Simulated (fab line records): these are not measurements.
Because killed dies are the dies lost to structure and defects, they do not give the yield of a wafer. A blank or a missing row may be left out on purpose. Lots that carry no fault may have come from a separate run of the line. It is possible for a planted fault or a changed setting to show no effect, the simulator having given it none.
Chamber matching :: flow n5Finfet :: N5_DUMMY_GATE_STRIP_41 on rieDiel-05: 4 sister chambers
The step strips in O2. 8 wafers are shown with their chamber, then 9 later ones without.

WAFERS WITH THEIR CHAMBER
wafer: L075.6
chamber: 3
showerheadPlenumPTorr (Torr): 2.19
throttleValvePct (%): 16.76

wafer: L077.5
chamber: 2
showerheadPlenumPTorr (Torr): 2.18
throttleValvePct (%): 16.92

wafer: L080.3
chamber: 3
showerheadPlenumPTorr (Torr): 2.18
throttleValvePct (%): 16.79

wafer: L081.5
chamber: 0
showerheadPlenumPTorr (Torr): 2.02
throttleValvePct (%): 16.81

wafer: L081.6
chamber: 1
showerheadPlenumPTorr (Torr): 1.99
throttleValvePct (%): 16.32

wafer: L085.1
chamber: 0
showerheadPlenumPTorr (Torr): 2.02
throttleValvePct (%): 16.83

wafer: L085.4
chamber: 1
showerheadPlenumPTorr (Torr): 1.98
throttleValvePct (%): 16.34

wafer: L085.6
chamber: 2
showerheadPlenumPTorr (Torr): 2.17
throttleValvePct (%): 16.94

WAFERS WHOSE CHAMBER IS MISSING
wafer: L091.2
showerheadPlenumPTorr (Torr): 1.98
throttleValvePct (%): 16.36

wafer: L091.3
showerheadPlenumPTorr (Torr): 2.02
throttleValvePct (%): 16.86

wafer: L091.6
showerheadPlenumPTorr (Torr): 2.18
throttleValvePct (%): 16.81

wafer: L092.2
showerheadPlenumPTorr (Torr): 2.02
throttleValvePct (%): 16.85

wafer: L092.3
showerheadPlenumPTorr (Torr): 2.17
throttleValvePct (%): 16.97

wafer: L092.4
showerheadPlenumPTorr (Torr): 1.98
throttleValvePct (%): 16.36

wafer: L096.1
showerheadPlenumPTorr (Torr): 2.01
throttleValvePct (%): 16.86

wafer: L096.3
showerheadPlenumPTorr (Torr): 2.17
throttleValvePct (%): 16.81

wafer: L096.5
showerheadPlenumPTorr (Torr): 2.16
throttleValvePct (%): 16.98

THE CHAMBER EACH PASSED THROUGH
wafer: L091.2
from the rows above: 1
in truth: 1

wafer: L091.3
from the rows above: 0
in truth: 0

wafer: L091.6
from the rows above: 3
in truth: 3

wafer: L092.2
from the rows above: 0
in truth: 0

wafer: L092.3
from the rows above: 2
in truth: 2

wafer: L092.4
from the rows above: 1
in truth: 1

wafer: L096.1
from the rows above: 0
in truth: 0

wafer: L096.3
from the rows above: 3
in truth: 3

wafer: L096.5
from the rows above: 2
in truth: 2
Correct placement for 9 of the 9. Left unplaced by these rows: 0. Placed wrongly: 0.
How it was worked out, from the rows above alone: a wafer's distance from a chamber is the root of the sum, over the readings, of the square of ((its reading less the chamber's mean) divided by the reading's scatter). If the next closest chamber is less than 2 further off than the closest, the wafer can't be placed; otherwise it belongs to the closest. Each chamber's mean is taken over the wafers shown for it. The scatter: take each reading less its chamber's mean, square it, sum over the shown wafers, divide by the number of wafers less the number of chambers, and take the root.
